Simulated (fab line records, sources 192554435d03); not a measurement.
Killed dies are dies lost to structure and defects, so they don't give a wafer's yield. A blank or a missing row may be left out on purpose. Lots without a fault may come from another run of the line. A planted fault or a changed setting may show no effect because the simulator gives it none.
fab line records | flow n5_finfet
record lots=9 wafers=27 last_day=17
route steps=1938 shown BEOL_M11@1558
lots that met no fault: from a run of the same line without faults
start_h: hours from the record's first day to the start of the lot's first wafer shown | wait_h: hours since the lot's step before | " the same as in the row above | L1.1+2: a row that stands for several wafers | - no value, or no start given | * or withheld: withheld | < > ~ a bound
route shown NAME@n: a module of which the file shows steps, and the number in the route of the first | usual: mean/standard deviation of fault-free wafers | same: alike in all rows | chamber/n: place in a boat | sites: the reading at each site | _std_site: their standard deviation | _edge_site: outer sites' mean less inner sites' | radius_mm: how far each site lies from the wafer's centre | mask NAME#n: copy n | behind: the tool/chamber that last shaped the wafer | hold: why the lot was held/for how many hours/how that ended | device: the transistor (n, p or np) that didn't switch | end of line: the same wafers' tests at the end of the route | a step without rows: its recipe alone | killed: dies lost to structure and defects at the first sort, not the wafer's yield | map: a wafer's dies, x killed, . not, _ none there
set.NAME: the setting as run; set.NAME@STEP: as run at that earlier step | model.NAME: the simulator's own value behind a step, which no gauge read
steps of the route over a sample of lots; a table a step, a row a wafer
services: from which hour (start_h, from the record's first day; less than 0 if before it) a tool's chamber was out of use, for how many hours, and why
## steps
# step N5_BEOL_M11_STRIP_19
# recipe chemistry=O2 power_w=400 temp_c=40 pressure_mtorr=30 rf_frequency_hz=6e+07 bias_power_w=0 overash_fraction=0.2 o2_flow_sccm=225
# usual chamber_pressure_mTorr=30.00/0.034 drypump_motor_current_A=5.5/0.39 oes_product_au=0.78/0.065 rf_vpp_V=3.6/0.61 showerhead_plenum_p_Torr=2.11/0.083 throttle_valve_pct=16.60/0.16
# columns lot.wafer tool chamber start_h wait_h chamber_pressure_mTorr drypump_motor_current_A oes_product_au rf_hours_counter_h rf_vpp_V showerhead_plenum_p_Torr throttle_valve_pct
L555.3 rie_diel-02 1 231.97 0.1 30.01 6.0 0.77 162 4.1 1.99 16.35
L555.4 " 0 " " 29.94 5.0 0.73 186 2.3 2.10 16.77
L555.6 " 0 " " 30.00 5.0 0.72 - 4.4 2.10 16.76
L557.1 rie_diel-05 1 239.71 0.1 29.99 5.8 0.85 57 4.1 2.14 16.73
L557.2 " 0 " " 30.00 6.0 0.81 87 2.8 2.11 16.56
L557.5 " 2 " " 29.99 5.1 0.80 - 3.8 2.21 16.55
L560.1 rie_diel-06 3 257.40 0.1 30.03 5.9 0.77 165 3.8 1.92 16.38
L560.2 " 2 " " 30.02 5.4 0.81 117 3.0 2.22 16.72
L560.4 " 0 " " 30.03 5.6 0.90 - 3.2 2.11 16.34
L562.1 rie_diel-02 3 263.76 0.1 29.96 5.5 0.73 174 3.0 2.16 16.67
L562.2 " 2 " " 30.04 5.9 0.70 226 3.8 2.05 16.78
L562.6 " 2 " " 29.97 5.9 0.70 - 2.6 2.05 16.80
L567.1 rie_diel-02 1 305.52 0.2 30.04 6.0 0.75 185 2.8 1.98 16.37
L567.4 " 3 " " 30.06 5.5 0.72 187 4.3 2.16 16.69
L567.5 " 3 " " 30.09 5.5 0.71 - 3.9 2.16 16.69
L568.1 rie_diel-06 3 314.50 0.1 30.01 5.9 0.76 178 3.6 1.92 16.41
L568.3 " 2 " " 30.02 5.4 0.79 133 3.4 2.22 16.76
L568.6 " 0 " " 30.03 5.6 0.88 - 3.1 2.11 16.35
L571.2 rie_diel-06 0 322.83 0.1 30.03 5.6 0.86 59 2.8 2.11 16.37
L571.3 " 3 " " 29.96 5.9 0.76 180 4.0 1.91 16.41
L571.5 " 2 " " 29.96 5.4 0.78 - 3.6 2.22 16.76
L573.1 rie_diel-05 3 338.26 0.1 30.00 5.2 0.77 94 3.9 2.13 16.66
L573.5 " 3 " " 30.01 5.2 0.78 - 3.2 2.13 16.64
L573.6 " 2 " " 30.02 5.1 0.78 - 4.0 2.20 16.59
L577.2 rie_diel-02 1 362.38 0.1 29.95 6.0 0.74 203 3.7 1.98 16.42
L577.3 " 2 " " 29.99 5.9 0.99 1 3.8 2.04 16.30
L577.4 " 3 " " 30.06 5.5 0.71 205 3.8 2.15 16.71
# step N5_BEOL_M11_STRIP_36
# recipe chemistry=N2/H2 power_w=450 temp_c=40 pressure_mtorr=20 rf_frequency_hz=6e+07 overash_fraction=0.3 bias_power_w=7 h2_frac=0.5 n2_flow_sccm=200 h2_flow_sccm=200
# usual chamber_pressure_mTorr=20.00/0.04 drypump_motor_current_A=5.5/0.41 oes_product_au=0.79/0.06 rf_vpp_V=59.6/1.9 showerhead_plenum_p_Torr=2.55/0.1 throttle_valve_pct=23.6/0.36
# columns lot.wafer tool chamber start_h wait_h chamber_pressure_mTorr drypump_motor_current_A oes_product_au rf_hours_counter_h rf_vpp_V showerhead_plenum_p_Torr throttle_valve_pct
L555.3 rie_diel-05 2 234.65 0.0 20.03 5.1 0.80 82 58.6 2.69 23.7
L555.4 " 1 " " 19.99 5.8 0.86 56 59.0 2.60 24.3
L555.6 " 0 " " 19.98 6.0 0.82 - 60.8 2.58 23.5
L557.1 rie_diel-02 3 240.68 0.0 20.05 5.5 0.74 166 57.9 2.65 24.0
L557.2 " 2 " " 19.96 5.9 0.71 218 60.1 2.50 23.8
L557.5 " 3 " " 20.04 5.5 0.74 - 61.8 2.65 24.0
L560.1 rie_diel-06 2 259.66 0.0 19.93 5.4 0.79 117 63.6 2.66 23.5
L560.2 " 0 " " 19.98 5.7 0.92 40 61.6 2.59 23.3
L560.4 " 1 " " 20.07 4.7 0.98 0 61.1 2.48 23.0
L562.1 rie_diel-02 1 265.53 0.0 19.97 6.0 0.76 172 57.5 2.41 23.2
L562.2 " 3 " " 19.98 5.5 0.73 175 60.3 2.65 24.0
L562.6 " 3 " " 20.11 5.5 0.73 - 58.7 2.65 24.0
L567.1 rie_diel-06 1 306.66 0.0 19.91 4.7 0.91 15 58.5 2.47 23.0
L567.4 " 2 " " 20.04 5.4 0.78 131 57.6 2.65 23.5
L567.5 " 1 " " 19.98 4.7 0.92 - 54.6 2.48 23.0
L568.1 rie_diel-06 3 315.34 0.0 20.01 5.9 0.76 178 59.4 2.31 23.2
L568.3 " 0 " " 19.99 5.6 0.88 57 60.3 2.58 23.3
L568.6 " 3 " " 19.99 5.9 0.76 - 60.1 2.31 23.2
L571.2 rie_diel-06 1 324.76 0.0 20.00 4.7 0.89 19 58.8 2.47 23.0
L571.3 " 2 " " 20.03 5.4 0.79 135 57.5 2.65 23.5
L571.5 " 0 " " 20.02 5.6 0.88 - 60.6 2.58 23.4
L573.1 rie_diel-06 2 339.37 0.0 20.04 5.4 0.78 140 59.7 2.65 23.5
L573.5 " 1 " " 20.00 4.7 0.87 - 61.0 2.47 23.0
L573.6 " 0 " " 19.98 5.7 0.86 - 62.2 2.58 23.3
L577.2 rie_diel-05 3 364.71 0.0 20.03 5.2 0.76 103 60.0 2.58 24.0
L577.3 " 0 " " 19.94 6.1 0.77 126 59.2 2.56 23.5
L577.4 " 0 " " 19.89 6.1 0.78 - 57.3 2.56 23.5
# step N5_BEOL_M11_TRENCH_ETCH_37
# recipe chemistry=C4F6/O2 target_depth_a=1488.3 target=SiCOH_lowk time_s=48 ion_energy_ev=250 pressure_mtorr=30 source_w=345 bias_w=185 Ar_flow_sccm=300 C4F6_flow_sccm=10 O2_flow_sccm=10
# usual O2_flow_sccm=9.996/0.03 chamber_pressure_mTorr=29.998/0.027 drypump_motor_current_A=5.5/0.41 oes_product_au=0.78/0.059 rf_vpp_V=656/21 showerhead_plenum_p_Torr=2.85/0.096 throttle_valve_pct=20.85/0.14
# columns lot.wafer tool chamber start_h wait_h O2_flow_sccm chamber_pressure_mTorr drypump_motor_current_A oes_product_au rf_hours_counter_h rf_vpp_V showerhead_plenum_p_Torr throttle_valve_pct
L555.3 rie_diel-05 2 - - 9.989 29.997 5.1 0.81 82 681 2.97 20.69
L555.4 " 1 " " 9.991 29.991 5.9 0.85 56 648 2.92 21.13
L555.6 " 0 " " 9.981 30.020 6.0 0.81 - 670 2.86 20.79
L557.1 rie_diel-02 3 - - 10.019 29.941 5.5 0.73 167 644 2.95 20.94
L557.2 " 2 " " 10.010 30.010 5.9 0.70 218 639 2.80 20.99
L557.5 " 3 " " 10.009 29.971 5.5 0.73 - 643 2.95 20.95
L560.1 rie_diel-06 2 - - 10.049 29.980 5.4 0.80 117 649 2.97 20.80
L560.2 " 0 " " 9.950 30.011 5.6 0.90 40 673 2.90 20.73
L560.4 " 1 " " 9.964 29.964 4.7 0.98 0 628 2.80 20.63
L562.1 rie_diel-02 1 - - 10.004 29.997 6.0 0.76 172 630 2.74 20.75
L562.2 " 3 " " 9.970 29.982 5.5 0.72 175 644 2.95 20.94
L562.6 " 3 " " 9.955 30.011 5.5 0.73 - 644 2.95 20.94
L567.1 rie_diel-06 1 - - 9.973 29.969 4.7 0.91 15 628 2.79 20.63
L567.4 " 2 " " 10.040 30.011 5.4 0.79 131 646 2.96 20.80
L567.5 " 1 " " 10.030 29.977 4.7 0.90 - 628 2.79 20.64
L568.1 rie_diel-06 3 - - 10.009 30.001 5.9 0.75 178 630 2.63 20.67
L568.3 " 0 " " 10.024 29.979 5.7 0.86 57 671 2.89 20.74
L568.6 " 3 " " 9.997 30.023 5.9 0.76 - 631 2.63 20.70
L571.2 rie_diel-06 1 - - 10.004 30.002 4.7 0.89 19 628 2.79 20.64
L571.3 " 2 " " 10.039 30.058 5.4 0.78 135 647 2.96 20.82
L571.5 " 0 " " 10.000 29.953 5.6 0.87 - 674 2.89 20.75
L573.1 rie_diel-06 2 - - 9.939 29.996 5.4 0.78 140 649 2.96 20.84
L573.5 " 1 " " 9.986 29.997 4.7 0.88 - 628 2.79 20.64
L573.6 " 0 " " 9.964 29.959 5.7 0.85 - 671 2.89 20.76
L577.2 rie_diel-05 3 - - 9.964 29.989 5.2 0.78 103 680 2.87 20.90
L577.3 " 0 " " 9.987 30.006 6.1 0.77 126 669 2.85 20.88
L577.4 " 0 " " 9.984 30.020 6.1 0.77 - 669 2.85 20.89
# step N5_BEOL_M11_ETCH_41
# recipe chemistry=CH3F/O2 target=SiCN target_depth_a=426 taper_deg=2 time_s=86 ion_energy_ev=120 mask_material=TiN pressure_mtorr=30 source_w=395 bias_w=75 Ar_flow_sccm=150 CH3F_flow_sccm=30 O2_flow_sccm=20
# usual O2_flow_sccm=20.01/0.05 chamber_pressure_mTorr=30.00/0.031 drypump_motor_current_A=5.5/0.41 oes_product_au=0.78/0.059 rf_vpp_V=297.4/1.8 showerhead_plenum_p_Torr=2.01/0.071 throttle_valve_pct=16.24/0.14
# columns lot.wafer tool chamber start_h wait_h O2_flow_sccm chamber_pressure_mTorr drypump_motor_current_A oes_product_au rf_hours_counter_h rf_vpp_V showerhead_plenum_p_Torr throttle_valve_pct
L555.3 rie_diel-05 2 234.73 - 20.01 30.01 5.1 0.82 82 299.3 2.10 16.11
L555.4 " 1 " " 20.00 30.00 5.8 0.86 56 297.3 2.06 16.38
L555.6 " 0 " " 20.00 30.00 6.0 0.81 - 298.6 2.01 16.22
L557.1 rie_diel-02 3 240.76 - 20.11 29.98 5.5 0.72 167 298.9 2.08 16.35
L557.2 " 2 " " 19.97 29.99 5.9 0.70 218 298.3 1.97 16.47
L557.5 " 3 " " 20.06 29.98 5.4 0.72 - 298.6 2.08 16.36
L560.1 rie_diel-06 2 259.74 - 20.05 29.98 5.4 0.79 117 299.4 2.09 16.22
L560.2 " 0 " " 20.08 29.97 5.6 0.89 40 296.8 2.03 16.05
L560.4 " 1 " " 19.89 29.95 4.7 0.97 0 297.4 1.96 15.97
L562.1 rie_diel-02 1 265.61 - 20.10 30.05 6.0 0.76 172 295.3 1.92 16.14
L562.2 " 3 " " 20.02 29.98 5.5 0.73 175 299.6 2.07 16.36
L562.6 " 3 " " 20.05 30.04 5.5 0.72 - 297.8 2.07 16.37
L567.1 rie_diel-06 1 306.74 - 20.01 30.01 4.7 0.90 15 296.8 1.96 15.97
L567.4 " 2 " " 19.99 30.04 5.4 0.78 131 300.0 2.09 16.23
L567.5 " 1 " " 20.03 30.02 4.7 0.91 - 296.9 1.96 15.99
L568.1 rie_diel-06 3 315.43 - 19.96 30.05 5.9 0.75 178 293.4 1.84 16.11
L568.3 " 0 " " 19.97 29.99 5.6 0.86 57 297.9 2.03 16.12
L568.6 " 3 " " 19.98 30.06 5.9 0.76 - 292.4 1.84 16.12
L571.2 rie_diel-06 1 324.84 - 20.08 30.02 4.7 0.88 19 297.2 1.96 16.00
L571.3 " 2 " " 19.94 29.96 5.4 0.77 135 298.2 2.09 16.24
L571.5 " 0 " " 20.13 30.00 5.6 0.86 - 297.4 2.03 16.11
L573.1 rie_diel-06 2 339.45 - 20.06 30.04 5.4 0.78 140 298.7 2.09 16.27
L573.5 " 1 " " 20.08 30.02 4.7 0.88 - 296.9 1.95 16.01
L573.6 " 0 " " 20.00 30.01 5.7 1.20 - 296.9 2.02 16.11
L577.2 rie_diel-05 3 364.79 - 20.02 29.98 5.2 0.77 103 298.6 2.01 16.28
L577.3 " 0 " " 20.01 30.02 6.1 0.78 126 298.1 2.00 16.29
L577.4 " 0 " " 20.00 30.00 6.0 0.77 - 297.4 2.00 16.27
## services
# columns tool chamber start_h hours kind
rie_diel-05 2 208.68 3.8 repair
rie_diel-05 0 221.63 2.8 repair
rie_diel-06 1 237.52 - clean
rie_diel-06 1 237.52 - consumable_replace:focus_ring
rie_diel-06 1 237.52 21.4 scheduled_down
rie_diel-06 1 237.52 21.4 vent_cycle
rie_diel-06 3 272.94 8.2 repair
rie_diel-05 2 292.50 6.9 repair
rie_diel-06 3 335.24 4.3 repair
rie_diel-02 2 345.20 - clean
rie_diel-02 2 345.20 - consumable_replace:focus_ring
rie_diel-02 2 345.20 14.0 scheduled_down
rie_diel-02 2 345.20 14.0 vent_cycle
rie_diel-06 1 347.84 8.6 repair
rie_diel-06 - 358.55 0.9 repair
rie_diel-05 1 359.64 5.6 repair
## key
first_sign step=N5_BEOL_M11_ETCH_41 reading=oes_product_au direction=up sigmas=7 usual=0.78 struck=1.20
effect none on later readings
met_at N5_BEOL_M11_ETCH_41
struck_lots L573
struck_wafers L573.6
not_acting_at N5_BEOL_M11_STRIP_19,N5_BEOL_M11_STRIP_36,N5_BEOL_M11_TRENCH_ETCH_37
onset_between 324.84 339.45
fault kind=process_parameter_drift tool=rie_diel-06 chamber=- onset_h=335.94 steps=N5_BEOL_M11_ETCH_41 channel=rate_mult offset=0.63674 shape=step end_h=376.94 scope=struck_wafers_only
